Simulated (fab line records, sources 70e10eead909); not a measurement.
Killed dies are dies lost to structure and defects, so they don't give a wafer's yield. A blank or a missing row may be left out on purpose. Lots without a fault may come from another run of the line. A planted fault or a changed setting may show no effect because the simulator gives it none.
Chamber matching | flow nand_harc | NHARC_A_WL_FILL_ETCHBACK_26 on rie_si-06: 4 sister chambers
The step etches the open film in HBr, target depth 52 nm, time 13.3 s. 14 wafers are shown with their chamber, then 7 later ones without.

WAFERS WITH THEIR CHAMBER
wafer  | chamber | drypump_motor_current_A (A) | oes_product_au (a.u.) | throttle_valve_pct (%)
L775.2 | 0       | 5.7                         | 1.003                 | 23.256
L775.3 | 2       | 5.0                         | 1.013                 | 23.265
L775.5 | 2       | 5.0                         | 1.013                 | 23.256
L779.1 | 1       | 6.0                         | 0.996                 | 23.247
L779.4 | 3       | 6.2                         | 0.995                 | 23.259
L779.6 | 2       | 5.1                         | 1.025                 | 23.275
L784.1 | 1       | 6.0                         | 0.992                 | 23.256
L784.3 | 0       | 5.6                         | 0.990                 | 23.254
L784.6 | 0       | 5.7                         | 0.998                 | 23.258
L788.2 | 3       | 6.2                         | 1.002                 | 23.287
L788.4 | 2       | 5.0                         | 1.021                 | 23.269
L788.6 | 0       | 5.7                         | 0.997                 | 23.269
L786.4 | 3       | 6.2                         | 0.994                 | 23.276
L786.5 | 1       | 6.0                         | 0.995                 | 23.275

SIGNATURES (means of the wafers above)
reading                 | chamber 0 | chamber 1 | chamber 2 | chamber 3 | scatter within a chamber
drypump_motor_current_A | 5.675     | 6.000     | 5.025     | 6.200     | 0.0387
oes_product_au          | 0.99700   | 0.99433   | 1.01800   | 0.99700   | 0.00491
throttle_valve_pct      | 23.25925  | 23.25933  | 23.26625  | 23.27400  | 0.0106
Rule: a wafer's distance from a chamber is the root of the sum, over the readings, of the square of ((its reading less the chamber's mean) divided by the reading's scatter). The wafer belongs to the nearest chamber; if the next one is less than 2 further off, it can't be placed. The scatter: the root of (the sum of the squares of (reading less its chamber's mean) over the shown wafers, divided by (wafers less chambers)).

WAFERS WITHOUT THEIR CHAMBER
wafer  | drypump_motor_current_A (A) | oes_product_au (a.u.) | throttle_valve_pct (%)
L786.6 | 5.7                         | 0.987                 | 23.242
L792.2 | 6.0                         | 0.980                 | 23.270
L792.4 | 5.6                         | 0.997                 | 23.260
L792.5 | 5.0                         | 1.023                 | 23.269
L796.3 | 6.0                         | 1.005                 | 23.266
L796.5 | 6.1                         | 0.995                 | 23.267
L796.6 | 5.0                         | 1.033                 | 23.277

WHICH CHAMBER EACH WENT THROUGH
wafer  | from the rows above     | in truth
L786.6 | 0                       | 0
L792.2 | 1                       | 1
L792.4 | 0                       | 0
L792.5 | 2                       | 2
L796.3 | 1                       | 1
L796.5 | can't be placed: 1 or 3 | 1
L796.6 | 2                       | 2
Placed correctly: 6 of 7. Can't be placed from these rows: 1 (the true chamber is among the candidates in 1). Placed wrongly: 0.
